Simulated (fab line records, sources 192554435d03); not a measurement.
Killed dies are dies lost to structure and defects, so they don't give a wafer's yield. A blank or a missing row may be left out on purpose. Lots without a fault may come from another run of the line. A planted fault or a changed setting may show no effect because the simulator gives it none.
Chamber matching | flow n5_finfet | N5_FIN_SAQP_FIN_ETCH_36 on rie_si-05: 4 sister chambers
The step etches the open film in HBr/Cl2/O2, target depth 120 nm, time 50.4 s. 4 wafers are shown with their chamber, then 11 later ones without.

WAFERS WITH THEIR CHAMBER
wafer  | chamber | throttle_valve_pct (%)
L082.3 | 2       | 36.10
L086.1 | 3       | 35.83
L086.5 | 1       | 36.06
L088.3 | 0       | 36.46

WAFERS WITHOUT THEIR CHAMBER
wafer  | throttle_valve_pct (%)
L088.4 | 35.80
L088.6 | 36.07
L090.2 | 36.11
L090.4 | 36.48
L090.6 | 36.05
L093.1 | 36.49
L093.2 | 35.84
L093.5 | 36.05
L095.1 | 36.04
L095.3 | 35.82
L095.5 | 36.48

WHICH CHAMBER EACH WENT THROUGH
wafer  | from the rows above     | in truth
L088.4 | 3                       | 3
L088.6 | can't be placed: 1 or 2 | 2
L090.2 | 2                       | 2
L090.4 | 0                       | 0
L090.6 | 1                       | 1
L093.1 | 0                       | 0
L093.2 | 3                       | 3
L093.5 | 1                       | 1
L095.1 | 1                       | 1
L095.3 | 3                       | 3
L095.5 | 0                       | 0
Placed correctly: 10 of 11. Can't be placed from these rows: 1 (the true chamber is among the candidates in 1). Placed wrongly: 0.
How it was worked out, from the rows above alone: a wafer's distance from a chamber is the root of the sum, over the readings, of the square of ((its reading less the chamber's mean) divided by the reading's scatter). The wafer belongs to the nearest chamber; if the next one is less than 2 further off, it can't be placed. A chamber's mean is the mean of its shown wafers. The scatter: with one shown wafer a chamber, the root of the mean of the squares of how far each hidden wafer lies from its nearest shown one.
